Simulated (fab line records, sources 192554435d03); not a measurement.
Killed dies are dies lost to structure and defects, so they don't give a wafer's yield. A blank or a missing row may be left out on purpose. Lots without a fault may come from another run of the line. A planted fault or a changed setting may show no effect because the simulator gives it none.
fab line records | flow n5_finfet
record lots=6 wafers=18 last_day=19
route steps=1938 shown BEOL_M8@1366 PASSIVATION@1936
lots that met no fault: from a run of the same line without faults
start_h: hours from the record's first day to the start of the lot's first wafer shown | wait_h: hours since the lot's step before | " the same as in the row above | L1.1+2: a row that stands for several wafers | - no value, or no start given | * or withheld: withheld | < > ~ a bound
route shown NAME@n: a module of which the file shows steps, and the number in the route of the first | usual: mean/standard deviation of fault-free wafers | same: alike in all rows | chamber/n: place in a boat | sites: the reading at each site | _std_site: their standard deviation | _edge_site: outer sites' mean less inner sites' | radius_mm: how far each site lies from the wafer's centre | mask NAME#n: copy n | behind: the tool/chamber that last shaped the wafer | hold: why the lot was held/for how many hours/how that ended | device: the transistor (n, p or np) that didn't switch | end of line: the same wafers' tests at the end of the route | a step without rows: its recipe alone | killed: dies lost to structure and defects at the first sort, not the wafer's yield | map: a wafer's dies, x killed, . not, _ none there
set.NAME: the setting as run; set.NAME@STEP: as run at that earlier step | model.NAME: the simulator's own value behind a step, which no gauge read
lots at some steps of the route; a table a step, a row a wafer
services: from which hour (start_h, from the record's first day; less than 0 if before it) a tool's chamber was out of use, for how many hours, and why
## steps
# step N5_BEOL_M8_OVL_MEAS_29
# recipe points_per_wafer=522
# usual V7_OVL=0.4/0.71
# columns lot.wafer tool chamber start_h wait_h V7_OVL[nm]
L332.1 overlay-01 0 203.33 0.0 1.2
L332.3 " 0 " " 1.8
L332.6 " 0 " " 0.9
L337.1 overlay-01 0 231.05 0.0 0.3
L337.5 " 0 " " 0.7
L337.6 " 0 " " -0.1
L341.2 overlay-02 0 276.47 0.0 1.4
L341.4 " 0 " " 0.8
L341.6 " 0 " " 1.4
L342.1 overlay-01 0 279.26 0.0 0.1
L342.3 " 0 " " -0.3
L342.5 " 0 " " 0.6
L333.1 overlay-01 0 344.57 0.0 0.0
L333.4 " 0 " " 0.5
L333.6 " 0 " " 0.0
L353.2 overlay-02 0 382.56 0.0 1.5
L353.5 " 0 " " 0.3
L353.6 " 0 " " 0.5
# step N5_BEOL_M8_INSPECT_30
# recipe mode=adi inspect_instrument=brightfield
# usual raw_defect_count=432/99
# columns lot.wafer tool chamber start_h wait_h raw_defect_count
L332.1 defect_inspect-01 - 203.39 0.1 326
L332.3 " - " " 387
L332.6 " - " " 456
L337.1 defect_inspect-01 - 231.11 0.1 293
L337.5 " - " " 308
L337.6 " - " " 274
L341.2 defect_inspect-02 - 276.53 0.0 499
L341.4 " - " " 444
L341.6 " - " " 376
L342.1 defect_inspect-01 - 279.32 0.1 571
L342.3 " - " " 498
L342.5 " - " " 496
L333.1 defect_inspect-01 - 344.62 0.1 671
L333.4 " - " " 459
L333.6 " - " " 452
L353.2 defect_inspect-01 - 382.61 0.0 307
L353.5 " - " " 455
L353.6 " - " " 345
# step N5_BEOL_M8_DESCUM_33
# recipe chemistry=O2 time_s=7 source_power_w=50 bias_power_w=20 pressure_mtorr=20 rf_frequency_hz=2.712e+07 temp_c=40 resist=CAR-EUV o2_flow_sccm=225
# usual drypump_motor_current_A=5.57/0.26 oes_product_au=0.79/0.085 rf_vpp_V=243.5/1.3 showerhead_plenum_p_Torr=2.12/0.062 temp_c=40.00/0.1 throttle_valve_pct=20.47/0.29
# columns lot.wafer tool chamber start_h wait_h drypump_motor_current_A oes_product_au rf_hours_counter_h rf_vpp_V showerhead_plenum_p_Torr temp_c throttle_valve_pct
L332.1 rie_diel-01 3 203.45 0.1 5.48 0.88 49 242.1 2.03 40.06 20.02
L332.3 " 2 " " 5.67 0.68 240 243.4 2.17 40.01 21.00
L332.6 " 3 " " 5.47 0.87 - 241.1 2.03 40.01 20.02
L337.1 rie_diel-06 1 231.15 0.0 5.62 0.69 245 244.1 2.13 39.90 20.79
L337.5 " 1 " " 5.64 0.69 - 244.6 2.13 39.96 20.79
L337.6 " 2 " " 5.51 0.80 - 243.5 2.09 39.80 20.36
L341.2 rie_diel-01 3 276.64 0.1 5.51 0.83 80 242.0 2.02 40.16 20.06
L341.4 " 1 " " 5.47 0.72 215 243.7 2.16 39.91 20.60
L341.6 " 2 " " 5.66 0.96 - 243.7 2.17 40.13 20.55
L342.1 rie_diel-01 1 279.36 0.0 5.49 0.73 215 246.0 2.16 39.98 20.61
L342.3 " 3 " " 5.51 0.83 81 243.3 2.02 40.01 20.08
L342.5 " 2 " " 5.66 0.96 - 243.6 2.16 40.05 20.54
L333.1 rie_diel-06 3 344.71 0.1 5.13 0.68 229 244.8 2.17 40.07 21.02
L333.4 " 2 " " 5.51 0.77 130 243.8 2.08 40.01 20.42
L333.6 " 2 " " 5.51 0.77 - 243.5 2.08 40.10 20.42
L353.2 rie_diel-06 0 382.64 0.0 5.93 0.77 136 241.0 1.98 40.00 20.13
L353.5 " 2 " " 5.52 0.75 - 242.8 2.07 39.86 20.43
L353.6 " 1 " " 5.68 0.90 - 244.1 2.12 39.95 20.48
# step N5_BEOL_M8_ETCH_72
# recipe chemistry=N2/H2 target=underlayer target_depth_a=65 mask_material=CAR-EUV time_s=5.2 ion_energy_ev=200 pressure_mtorr=30 source_w=840 bias_w=150 n2_flow_sccm=200 h2_flow_sccm=200 ends=cleared
# usual drypump_motor_current_A=5.57/0.26 etch_rf_on_time_s=5.23/0.13 oes_product_au=0.67/0.069 rf_vpp_V=524.6/2.3 showerhead_plenum_p_Torr=2.57/0.072 throttle_valve_pct=17.90/0.28
# columns lot.wafer tool chamber start_h wait_h drypump_motor_current_A etch_rf_on_time_s oes_product_au rf_hours_counter_h rf_vpp_V showerhead_plenum_p_Torr throttle_valve_pct
L332.1 rie_diel-01 3 203.48 0.0 5.50 5.31 0.73 49 525.4 2.49 17.60
L332.3 " 2 " " 5.65 5.43 0.57 240 526.3 2.62 18.40
L332.6 " 3 " " 5.52 5.33 0.72 - 523.1 2.49 17.59
L337.1 rie_diel-06 1 231.18 0.0 5.64 5.20 0.60 245 527.4 2.59 18.26
L337.5 " 1 " " 5.68 5.27 0.59 - 525.6 2.59 18.23
L337.6 " 2 " " 5.49 5.12 0.70 - 523.7 2.56 17.87
L341.2 rie_diel-01 3 276.68 0.0 5.52 5.34 0.70 80 523.8 2.47 17.66
L341.4 " 1 " " 5.46 5.19 0.62 215 527.3 2.63 18.13
L341.6 " 2 " " 5.66 5.25 0.81 - 527.7 2.61 17.92
L342.1 rie_diel-01 1 279.39 0.0 5.48 5.16 0.63 215 525.1 2.63 18.14
L342.3 " 3 " " 5.53 5.38 0.69 81 522.3 2.47 17.66
L342.5 " 2 " " 5.67 5.24 0.80 - 525.5 2.61 17.95
L333.1 rie_diel-06 3 344.74 0.0 5.16 5.26 0.58 229 526.3 2.63 18.52
L333.4 " 2 " " 5.50 5.10 0.66 130 525.8 2.55 17.90
L333.6 " 2 " " 5.52 5.11 0.66 - 523.9 2.55 17.90
L353.2 rie_diel-06 0 382.68 0.0 5.91 5.15 0.65 136 519.1 2.44 17.63
L353.5 " 2 " " 5.50 5.08 0.65 - 524.0 2.54 17.96
L353.6 " 1 " " 5.62 5.05 0.76 - 523.8 2.58 17.86
# step N5_BEOL_M8_ETCH_65
# recipe chemistry=CF4 target=SiARC target_depth_a=156 mask_material=CAR-EUV time_s=26 ion_energy_ev=80 pressure_mtorr=40 source_w=545 bias_w=36 Ar_flow_sccm=100 cf4_flow_sccm=100 ends=cleared
# usual drypump_motor_current_A=5.57/0.26 etch_rf_on_time_s=26.1/0.7 mfc_ar_sccm=99.98/0.28 oes_product_au=0.67/0.069 rf_vpp_V=184.3/1.1 showerhead_plenum_p_Torr=2.16/0.053 throttle_valve_pct=15.65/0.27
# columns lot.wafer tool chamber start_h wait_h drypump_motor_current_A etch_rf_on_time_s mfc_ar_sccm oes_product_au rf_hours_counter_h rf_vpp_V showerhead_plenum_p_Torr throttle_valve_pct
L332.1 rie_diel-01 3 203.50 0.0 5.49 26.7 99.75 0.73 49 182.5 2.10 15.28
L332.3 " 2 " " 5.68 27.2 100.31 0.57 240 185.3 2.20 16.04
L332.6 " 3 " " 5.47 26.8 99.72 0.72 - 184.6 2.10 15.26
L337.1 rie_diel-06 1 231.20 0.0 5.62 25.9 100.04 0.60 245 183.8 2.18 16.05
L337.5 " 1 " " 5.61 26.1 100.16 0.60 - 184.4 2.18 16.04
L337.6 " 2 " " 5.50 25.7 100.09 0.68 - 184.8 2.15 15.62
L341.2 rie_diel-01 3 276.69 0.0 5.52 26.6 99.94 0.70 80 183.3 2.09 15.34
L341.4 " 1 " " 5.46 25.5 100.03 0.63 215 184.6 2.21 15.90
L341.6 " 2 " " 5.68 26.2 99.66 0.79 - 185.1 2.20 15.54
L342.1 rie_diel-01 1 279.41 0.0 5.49 25.8 99.62 0.63 215 184.6 2.21 15.91
L342.3 " 3 " " 5.48 26.9 100.59 0.70 81 182.6 2.09 15.32
L342.5 " 2 " " 5.67 26.7 99.61 0.78 - 186.0 2.19 15.54
L333.1 rie_diel-06 3 344.76 0.0 5.09 26.1 100.17 0.58 229 183.9 2.22 16.19
L333.4 " 2 " " 5.53 25.6 100.08 0.66 130 185.7 2.14 15.68
L333.6 " 2 " " 5.51 25.6 100.40 0.66 - 183.8 2.14 15.68
L353.2 rie_diel-06 0 382.69 0.0 5.91 25.4 100.33 0.67 136 181.5 2.06 15.52
L353.5 " 2 " " 5.51 25.3 99.98 0.66 - 185.1 2.14 15.72
L353.6 " 1 " " 5.63 24.9 100.30 0.77 - 182.8 2.17 15.62
# step N5_BEOL_M8_ETCH_66
# recipe chemistry=N2/H2 target=SOC target_depth_a=800 overetch_a=160 mask_material=SiARC temp_c=40 time_s=120 ion_energy_ev=200 pressure_mtorr=30 source_w=840 bias_w=150 n2_flow_sccm=200 h2_flow_sccm=200
# step N5_BEOL_M8_STRIP_69
# recipe chemistry=N2/H2 temp_c=40 n2_flow_sccm=200 h2_flow_sccm=200 rf_frequency_hz=6e+07
# step N5_BEOL_M8_STRIP_73
# recipe chemistry=N2/H2 temp_c=40 n2_flow_sccm=200 h2_flow_sccm=200 rf_frequency_hz=6e+07
# step N5_BEOL_M8_VIA_ETCH_34
# recipe chemistry=C4F6/O2 target=SiCOH_lowk target_depth_a=1255 mask_material=SOC taper_deg=4 time_s=50.5 ion_energy_ev=250 pressure_mtorr=30 source_w=345 bias_w=185 Ar_flow_sccm=300 C4F6_flow_sccm=10 O2_flow_sccm=10
# usual drypump_motor_current_A=5.57/0.26 mfc_ar_sccm=300.0/0.86 oes_o_777_au=0.79/0.071 oes_product_au=0.79/0.082 rf_vpp_V=664/13 showerhead_plenum_p_Torr=2.87/0.071 throttle_valve_pct=20.92/0.27
# columns lot.wafer tool chamber start_h wait_h drypump_motor_current_A mfc_ar_sccm oes_o_777_au oes_product_au rf_hours_counter_h rf_vpp_V showerhead_plenum_p_Torr throttle_valve_pct
L332.1 rie_diel-01 3 203.63 0.0 5.51 299.9 0.84 0.85 49 664 2.79 20.62
L332.3 " 2 " " 5.67 299.7 0.67 0.67 240 678 2.92 21.27
L332.6 " 3 " " 5.52 300.4 0.84 0.86 - 665 2.79 20.63
L337.1 rie_diel-06 1 231.33 0.0 5.65 298.8 0.70 0.70 245 647 2.90 21.28
L337.5 " 1 " " 5.62 300.2 0.70 0.69 - 648 2.90 21.29
L337.6 " 2 " " 5.53 301.4 0.79 0.80 - 675 2.86 20.92
L341.2 rie_diel-01 3 276.82 0.0 5.51 299.4 0.81 0.83 80 665 2.78 20.67
L341.4 " 1 " " 5.48 300.5 0.75 0.73 215 668 2.93 21.07
L341.6 " 2 " " 5.64 300.6 0.91 0.94 - 678 2.91 20.89
L342.1 rie_diel-01 1 279.54 0.0 5.46 299.6 0.74 0.73 215 668 2.93 21.07
L342.3 " 3 " " 5.50 299.5 0.80 0.82 81 666 2.78 20.65
L342.5 " 2 " " 5.67 299.4 0.91 0.93 - 676 2.91 20.87
L333.1 rie_diel-06 3 344.89 0.0 5.14 300.1 0.71 0.68 229 634 2.95 21.52
L333.4 " 2 " " 5.51 302.1 0.76 0.78 130 675 2.85 20.98
L333.6 " 2 " " 5.53 302.1 0.76 0.77 - 674 2.85 20.99
L353.2 rie_diel-06 0 382.82 0.0 5.92 298.6 0.78 0.77 136 651 2.73 20.69
L353.5 " 2 " " 5.50 300.3 0.75 0.76 - 675 2.84 21.00
L353.6 " 1 " " 5.63 300.3 0.88 0.90 - 649 2.88 20.98
# step N5_BEOL_M8_STRIP_76
# recipe chemistry=C4F6/O2 resist=SiARC rf_frequency_hz=6e+07
# step N5_BEOL_M8_STRIP_36
# recipe chemistry=N2/H2 power_w=450 temp_c=40 pressure_mtorr=20 rf_frequency_hz=6e+07 overash_fraction=0.3 bias_power_w=7 h2_frac=0.5 n2_flow_sccm=200 h2_flow_sccm=200
# usual drypump_motor_current_A=5.58/0.26 oes_product_au=0.79/0.084 power_w=449.6/1.3 rf_vpp_V=59.2/1.4 showerhead_plenum_p_Torr=2.57/0.072 temp_c=40.00/0.1 throttle_valve_pct=23.7/0.35
# columns lot.wafer tool chamber start_h wait_h drypump_motor_current_A oes_product_au power_w rf_hours_counter_h rf_vpp_V showerhead_plenum_p_Torr temp_c throttle_valve_pct
L332.1 rie_diel-01 3 203.68 0.0 5.49 0.87 447.3 49 59.3 2.48 39.85 23.5
L332.3 " 2 " " 5.68 0.67 451.1 240 59.8 2.62 39.97 24.4
L332.6 " 3 " " 5.51 0.88 449.4 - 60.3 2.48 39.97 23.6
L337.1 rie_diel-06 1 231.38 0.0 5.63 0.69 448.0 245 55.8 2.59 40.11 24.0
L337.5 " 1 " " 5.61 0.69 450.4 - 59.6 2.59 40.00 24.0
L337.6 " 2 " " 5.50 0.79 449.8 - 60.1 2.56 39.99 23.7
L341.2 rie_diel-01 3 276.87 0.0 5.52 0.82 450.4 80 60.0 2.47 39.98 23.6
L341.4 " 1 " " 5.50 0.73 450.4 215 57.3 2.63 40.21 23.8
L341.6 " 2 " " 5.68 0.95 449.5 - 58.4 2.61 39.89 23.9
L342.1 rie_diel-01 1 279.59 0.0 5.49 0.73 449.0 215 58.8 2.63 40.01 23.8
L342.3 " 3 " " 5.53 0.84 448.3 81 56.8 2.47 40.05 23.6
L342.5 " 2 " " 5.68 0.94 447.5 - 59.9 2.61 39.99 24.0
L333.1 rie_diel-06 3 344.94 0.0 5.11 0.66 447.1 229 59.7 2.62 39.95 24.5
L333.4 " 2 " " 5.51 0.76 448.3 131 58.2 2.55 39.80 23.7
L333.6 " 2 " " 5.52 0.76 447.6 - 57.3 2.55 39.95 23.7
L353.2 rie_diel-06 0 382.88 0.0 5.90 0.76 450.7 136 61.1 2.43 40.06 23.3
L353.5 " 2 " " 5.50 0.76 448.9 - 57.1 2.54 39.93 23.7
L353.6 " 1 " " 5.66 0.87 449.4 - 57.7 2.57 40.10 23.7
# step N5_BEOL_M8_TRENCH_ETCH_37
# recipe chemistry=C4F6/O2 target_depth_a=934.78 target=SiCOH_lowk time_s=31.2 ion_energy_ev=250 pressure_mtorr=30 source_w=345 bias_w=185 Ar_flow_sccm=300 C4F6_flow_sccm=10 O2_flow_sccm=10
# step N5_BEOL_M8_ETCH_41
# recipe chemistry=CH3F/O2 target=SiCN target_depth_a=319 taper_deg=2 time_s=57.8 ion_energy_ev=120 mask_material=TiN pressure_mtorr=30 source_w=395 bias_w=75 Ar_flow_sccm=150 CH3F_flow_sccm=30 O2_flow_sccm=20
# usual drypump_motor_current_A=5.57/0.26 mfc_ar_sccm=150.0/0.39 oes_product_au=0.79/0.083 rf_vpp_V=297.8/1.3 showerhead_plenum_p_Torr=2.02/0.052 throttle_valve_pct=16.34/0.26
# columns lot.wafer tool chamber start_h wait_h drypump_motor_current_A mfc_ar_sccm oes_product_au rf_hours_counter_h rf_vpp_V showerhead_plenum_p_Torr throttle_valve_pct model.etch.depth_nm
L332.1 rie_diel-01 3 203.75 - 5.51 150.3 0.86 50 297.0 1.96 15.99 21.64
L332.3 " 2 " " 5.68 149.9 0.67 240 297.8 2.05 16.71 21.06
L332.6 " 3 " " 5.49 150.0 0.86 - 295.4 1.96 16.00 21.77
L337.1 rie_diel-06 1 231.45 - 5.63 150.2 0.69 245 298.2 2.04 16.72 21.51
L337.5 " 1 " " 5.65 150.4 0.70 - 298.3 2.04 16.72 21.5
L337.6 " 2 " " 5.51 149.5 0.81 - 297.1 2.01 16.33 22.1
L341.2 rie_diel-01 3 276.95 - 5.51 149.8 0.82 80 296.6 1.95 16.06 21.44
L341.4 " 1 " " 5.48 149.8 0.74 215 297.4 2.06 16.54 22.07
L341.6 " 2 " " 5.69 149.8 0.82 - 297.9 2.05 16.25 17.27
L342.1 rie_diel-01 1 279.66 - 5.50 150.1 0.73 215 297.9 2.06 16.54 22.14
L342.3 " 3 " " 5.49 150.2 0.82 81 296.6 1.95 16.06 21.6
L342.5 " 2 " " 5.67 149.6 0.81 - 298.7 2.05 16.24 17.01
L333.1 rie_diel-06 3 345.01 - 5.11 149.9 0.67 229 297.3 2.07 16.91 21.13
L333.4 " 2 " " 5.50 150.3 0.77 131 298.3 2.00 16.38 21.88
L333.6 " 2 " " 5.50 149.9 0.76 - 296.8 2.00 16.37 21.89
L353.2 rie_diel-06 0 382.95 - 5.91 149.3 0.78 136 295.7 1.91 16.16 22.02
L353.5 " 2 " " 5.52 149.3 0.76 - 297.1 1.99 16.39 22.11
L353.6 " 1 " " 5.64 149.9 0.90 - 299.8 2.03 16.33 22.54
# step N5_BEOL_M8_STRIP_80
# recipe chemistry=N2/H2 time_s=10 power_w=450 temp_c=40 pressure_mtorr=20 rf_frequency_hz=6e+07 bias_power_w=7 n2_flow_sccm=200 h2_flow_sccm=200
# step N5_PASSIVATION_PROBE_49
# usual defect_limited_yield=91.0/1.3 killed_at_M0_to_M3=33/10 killed_at_M4_up=14/5.6 killed_at_contacts=12/5.8 killed_at_front_end=43/11 killed_at_other=4.1/2.8 killed_dies=106/15 killed_open=70/12 killed_short=34/7.5 sort_bin_5_function=5.3/0.88 sort_bin_6_memory=3.3/0.64 sort_n_pass=1074/15 sort_yield_pct=91.0/1.3
# same gross_dies=1180 killed_at_back_side=0 sort_bin_4_leakage[%]=0 sort_bin_8_speed[%]=0
# columns lot.wafer tool chamber start_h wait_h defect_limited_yield[%] killed_at_M0_to_M3 killed_at_M4_up killed_at_contacts killed_at_front_end killed_at_other killed_dies killed_open killed_short sort_bin_5_function[%] sort_bin_6_memory[%] sort_n_pass sort_yield_pct[%]
L337.1 prober-02 - 303.44 0.0 90.8 22 9 13 60 4 108 67 37 4.7 4.1 1072 90.8
L337.5 prober-02 - 303.64 0.2 90.3 30 22 12 44 7 115 81 32 5.0 4.5 1065 90.3
L337.6 prober-02 - 303.69 0.3 92.9 30 10 7 31 6 84 49 34 4.6 2.2 1096 92.9
L333.1 prober-01 - 408.06 0.0 89.3 34 21 18 52 1 126 78 47 6.2 4.4 1054 89.3
L353.2 prober-01 - 450.01 0.1 90.8 45 7 8 37 11 108 68 35 5.2 3.5 1072 90.8
L353.5 prober-01 - 450.16 0.2 91.0 28 17 13 35 13 106 66 35 4.9 3.6 1074 91.0
L353.6 prober-01 - 450.21 0.3 91.4 36 8 12 36 9 101 60 38 4.5 3.2 1079 91.4
# killed by level:class
L337.1 FIN_SAQP:geometric_particle:short=11 STI_FIN_REVEAL:geometric_particle:open=11 MOL_CONTACT_COAG:geometric_particle:open=10 FIN_SAQP:geometric_particle:open=9 STI_FIN_REVEAL:geometric_particle:short=6 GATE_CUT:geometric_particle:open=6 BEOL_M0_SAQP:geometric_particle:open=6 BEOL_M1:geometric_particle:open=6
L337.5 STI_FIN_REVEAL:geometric_particle:open=19 MOL_CONTACT_COAG:geometric_particle:open=9 BEOL_M0_SAQP:geometric_particle:open=9 BEOL_M4:geometric_particle:open=8 STI_FIN_REVEAL:geometric_particle:short=5 STARTING-WAFER:geometric_particle:short=5 BEOL_M0_SAQP:geometric_particle:short=4 BEOL_M0:geometric_particle:open=4
L337.6 FIN_SAQP:geometric_particle:short=7 MOL_CONTACT_COAG:geometric_particle:open=7 BEOL_M2:geometric_particle:open=7 BEOL_M0_SAQP:geometric_particle:short=6 BEOL_M4:geometric_particle:open=6 STI_FIN_REVEAL:geometric_particle:open=5 GATE_CUT:geometric_particle:short=5 BEOL_M1:geometric_particle:open=5
L333.1 FIN_SAQP:geometric_particle:open=15 MOL_CONTACT_COAG:geometric_particle:open=14 BEOL_M0_SAQP:geometric_particle:short=12 BEOL_M4:geometric_particle:open=10 STI_FIN_REVEAL:geometric_particle:open=8 FIN_SAQP:geometric_particle:short=7 BEOL_M0_SAQP:geometric_particle:open=7 GATE_CUT:geometric_particle:short=6
L353.2 FIN_SAQP:geometric_particle:open=14 BEOL_M0_SAQP:geometric_particle:open=10 BEOL_M2:geometric_particle:open=8 STI_FIN_REVEAL:geometric_particle:open=7 MOL_CONTACT_COAG:geometric_particle:open=6 BEOL_M0_SAQP:geometric_particle:short=6 BEOL_M1:geometric_particle:open=6 BEOL_M2:geometric_particle:short=6
L353.5 MOL_CONTACT_COAG:geometric_particle:open=9 STI_FIN_REVEAL:geometric_particle:open=9 BEOL_M1:geometric_particle:open=8 FIN_SAQP:geometric_particle:open=6 BEOL_M0_SAQP:geometric_particle:open=5 STARTING-WAFER:geometric_particle:short=5 MOL_CONTACT_COAG:geometric_particle:short=4 BEOL_M2:geometric_particle:open=4
L353.6 MOL_CONTACT_COAG:geometric_particle:open=10 STI_FIN_REVEAL:geometric_particle:open=9 BEOL_M3:geometric_particle:open=7 BEOL_M2:geometric_particle:open=7 BEOL_M0_SAQP:geometric_particle:short=5 BEOL_M1:geometric_particle:open=5 FIN_SAQP:geometric_particle:open=4 GATE_CUT:geometric_particle:short=4
## services
# columns tool chamber start_h hours kind
rie_diel-01 0 198.22 3.0 repair
rie_diel-06 - 232.17 14.6 pm
rie_diel-01 2 232.53 - clean
rie_diel-01 2 232.53 - consumable_replace:focus_ring
rie_diel-01 2 232.53 27.3 scheduled_down
rie_diel-01 2 232.53 27.3 vent_cycle
rie_diel-06 1 265.85 - clean
rie_diel-06 1 265.85 - consumable_replace:focus_ring
rie_diel-06 1 265.85 16.0 scheduled_down
rie_diel-06 1 265.85 16.0 vent_cycle
rie_diel-01 1 338.06 3.9 repair
## key
first_sign none at tools or gauges
model_effect step=N5_BEOL_M8_ETCH_41 value=etch.depth_nm without=22.09 struck=17.14
met_at N5_BEOL_M8_ETCH_41
struck_wafers L341.6,L342.5
onset_between 203.75 276.95
fault kind=process_parameter_drift tool=rie_diel-01 chamber=2 onset_h=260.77 steps=N5_BEOL_M8_ETCH_41 channel=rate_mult offset=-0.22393 shape=step end_h=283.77
